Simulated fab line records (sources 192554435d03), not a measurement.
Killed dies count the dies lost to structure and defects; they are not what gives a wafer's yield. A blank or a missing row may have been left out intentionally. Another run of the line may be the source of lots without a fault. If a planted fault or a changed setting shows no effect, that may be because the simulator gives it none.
Matching of chambers	flow n5-finfet	4 sister chambers for N5_BEOL_M3_DESCUM_33 on rie-diel-04
The step chemistry O2, time 7 s. 4 wafers are shown with their chamber, then 10 later ones without.

EACH WAFER AND ITS CHAMBER
wafer	chamber	showerhead-plenum-p-Torr (Torr)
L088.1	0	1.93
L088.4	3	2.05
L090.1	1	2.08
L090.2	2	2.17

WAFERS WHOSE CHAMBER IS MISSING
wafer	showerhead-plenum-p-Torr (Torr)
L090.3	1.93
L093.1	2.05
L093.4	2.08
L093.6	2.08
L094.2	2.05
L094.3	2.08
L094.6	2.08
L095.2	2.08
L095.4	2.16
L095.5	2.08

THE CHAMBER EACH PASSED THROUGH
wafer	from the rows above	in truth
L090.3	0	0
L093.1	3	3
L093.4	1	1
L093.6	1	1
L094.2	3	3
L094.3	1	1
L094.6	1	1
L095.2	1	1
L095.4	2	2
L095.5	1	1
Placed correctly: 10 of 10. From these rows, 0 cannot be placed. Placed wrongly: 0.
How it was worked out, from the rows above alone: a wafer's distance from a chamber is the root of the sum, over the readings, of the square of ((its reading less the chamber's mean) divided by the reading's scatter). If the next closest chamber is less than 2 further off than the closest, the wafer can't be placed; otherwise it belongs to the closest. Each chamber's mean is taken over the wafers shown for it. The scatter (one wafer shown for each chamber): square how far every hidden wafer sits from the nearest shown wafer, average those squares and take the square root.
